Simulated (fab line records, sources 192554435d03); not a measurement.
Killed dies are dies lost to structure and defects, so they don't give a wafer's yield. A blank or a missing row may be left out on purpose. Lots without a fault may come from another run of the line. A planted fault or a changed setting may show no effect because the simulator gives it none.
Problem report in the 8D (eight disciplines) form, filled by code | flow n5_finfet | the parts of the form that need people (team, actions taken, sign-off) are left out

1. THE PROBLEM
killed_at_M0_to_M3 at N5_PASSIVATION_PROBE_49 reads a mean of 180 on 2 wafers of 2 lots; wafers without a fault read 32 with a standard deviation of 10. That is +15 standard deviations from the usual mean.
First seen on wafer L226.1, day 16 05:03, on prober-01. The record holds 7 wafers of 3 lots with a number at this step. Rule for "out", or "out of limits": more than 4 standard deviations from the usual mean. The other wafers with a number count as sound.

2. WHAT IT IS AND WHAT IT IS NOT
question                    | is                                                                                                      | is not
which readings at this step | killed_at_M0_to_M3, defect_limited_yield, killed_dies, sort_bin_5_function, sort_n_pass, sort_yield_pct | killed_at_M4_up, killed_at_contacts, killed_at_front_end, killed_at_other, killed_open
which lots                  | L224, L226                                                                                              | L212
which wafers of those lots  | L224.3, L226.1                                                                                          | L226.2, L226.4
read on which tools         | prober-01, prober-02                                                                                    | -
when                        | from day 16 05:03                                                                                       | up to then (3 sound wafers); but 2 sound wafers of L226 came after

3. SUSPECTS, AND WHAT RULES EACH OUT
Counting: a tool at a process step up to the reading stays a suspect if it ran every lot that is out. Sound lots after the first of them don't rule it out here, since some wafers of a struck lot are sound.
- rie_diel-01 at N5_BEOL_M3_ETCH_69 (etches SiARC in CF4, target depth 15.6 nm, time 26 s): kept. It ran every lot that is out, first L224 (day 11 03:13); its last sound lot up to then is L212 (day 6 23:23).
- Within rie_diel-01 at N5_BEOL_M3_ETCH_69: the wafers that are out ran in chamber 2; their sound lot-mates ran in chambers 1, 3.
Left after counting: rie_diel-01 at N5_BEOL_M3_ETCH_69.

4. THE CAUSE (what the simulator had put in)
Chamber particle source: rie_diel-01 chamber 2, from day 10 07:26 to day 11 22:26, at N5_BEOL_M3_ETCH_69. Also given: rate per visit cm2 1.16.
Counting left only this tool.

5. THE CHAIN OF EFFECTS, in route order
Each row: a reading whose mean over the struck wafers that have a number lies more than 3 standard deviations from the usual. Only readings for which the record gives a usual standard deviation are gone through. hours: the time from each lot's start at the first step in this table that gives one to its start at this step, as a median over the lots. sigmas: the change in usual standard deviations.
hours | step                    | reading              | usual  | on struck wafers | change | sigmas
0     | N5_PASSIVATION_PROBE_49 | defect_limited_yield | 91.4 % | 80.2             | -11.2  | -8.0
0     | N5_PASSIVATION_PROBE_49 | killed_at_M0_to_M3   | 32     | 180              | +148   | +15
0     | N5_PASSIVATION_PROBE_49 | killed_dies          | 101    | 234              | +132   | +7.8
0     | N5_PASSIVATION_PROBE_49 | sort_bin_5_function  | 5.0 %  | 12.3             | +7.3   | +7.9
0     | N5_PASSIVATION_PROBE_49 | sort_n_pass          | 1078   | 946              | -132   | -7.7
0     | N5_PASSIVATION_PROBE_49 | sort_yield_pct       | 91.4 % | 80.2             | -11.2  | -8.0
The process steps in it:
- N5_PASSIVATION_PROBE_49

6. WHAT WOULD HAVE CAUGHT IT SOONER
In this record the first reading out of limits was taken at day 16 05:03, 142 hours after the fault began at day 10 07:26.
Of the tool readings at N5_BEOL_M3_ETCH_69 for which the record gives a usual standard deviation, none was out on any struck wafer, so an alarm limit of 4 standard deviations on them would not have fired.
All the lots that are out (2) had begun N5_BEOL_M3_ETCH_69 on rie_diel-01 by day 16 05:03. A hold on the tool at that time would have spared none of them.
